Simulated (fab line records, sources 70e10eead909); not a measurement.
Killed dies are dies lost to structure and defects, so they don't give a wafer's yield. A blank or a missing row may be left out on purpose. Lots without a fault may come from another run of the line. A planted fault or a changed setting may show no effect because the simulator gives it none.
Chamber matching | flow nand_harc | NHARC_A_M0_CMP_23 on cmp-01: 4 sister chambers
The step polishes, t overpolish 20 s, target thk 113.75 nm. 16 wafers are shown with their chamber, then 8 later ones without.

WAFERS WITH THEIR CHAMBER
wafer  | chamber | motor_current_A (A) | time_to_endpoint_s (s)
L075.3 | 0       | 13.3                | 31.1
L075.4 | 1       | 12.6                | 30.0
L075.5 | 3       | 10.4                | 32.5
L076.4 | 0       | 12.8                | 27.8
L076.5 | 0       | 12.3                | 27.8
L076.6 | 1       | 13.3                | 30.5
L078.2 | 2       | 12.5                | 30.4
L078.4 | 1       | 13.1                | 31.2
L078.6 | 2       | 12.9                | 30.9
L080.1 | 2       | 13.1                | 28.4
L080.4 | 0       | 12.8                | 29.7
L080.5 | 3       | 10.7                | 29.9
L088.2 | 2       | 12.6                | 26.7
L088.5 | 3       | 10.9                | 25.7
L088.6 | 2       | 13.1                | 27.3
L093.4 | 1       | 13.3                | 23.1

SIGNATURES (means of the wafers above)
reading            | chamber 0 | chamber 1 | chamber 2 | chamber 3 | scatter within a chamber
motor_current_A    | 12.800    | 13.075    | 12.840    | 10.667    | 0.325
time_to_endpoint_s | 29.100    | 28.700    | 28.740    | 29.367    | 2.7
Rule: a wafer's distance from a chamber is the root of the sum, over the readings, of the square of ((its reading less the chamber's mean) divided by the reading's scatter). The wafer belongs to the nearest chamber; if the next one is less than 2 further off, it can't be placed. The scatter: the root of (the sum of the squares of (reading less its chamber's mean) over the shown wafers, divided by (wafers less chambers)).

WAFERS WITHOUT THEIR CHAMBER
wafer  | motor_current_A (A) | time_to_endpoint_s (s)
L093.5 | 12.3                | 24.9
L093.6 | 12.6                | 25.7
L095.1 | 12.4                | 30.2
L095.2 | 12.0                | 26.6
L095.6 | 10.5                | 29.3
L097.1 | 13.1                | 31.2
L097.2 | 13.2                | 31.7
L097.5 | 12.6                | 34.1

WHICH CHAMBER EACH WENT THROUGH
wafer  | from the rows above               | in truth
L093.5 | can't be placed: 2 or 0 or 1      | 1
L093.6 | can't be placed: 2 or 0 or 1      | 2
L095.1 | can't be placed: 0 or 2 or 1      | 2
L095.2 | can't be placed: 0 or 2 or 1 or 3 | 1
L095.6 | 3                                 | 3
L097.1 | can't be placed: 1 or 0 or 2      | 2
L097.2 | can't be placed: 1 or 2 or 0      | 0
L097.5 | can't be placed: 0 or 2 or 1      | 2
Placed correctly: 1 of 8. Can't be placed from these rows: 7 (the true chamber is among the candidates in 7). Placed wrongly: 0.
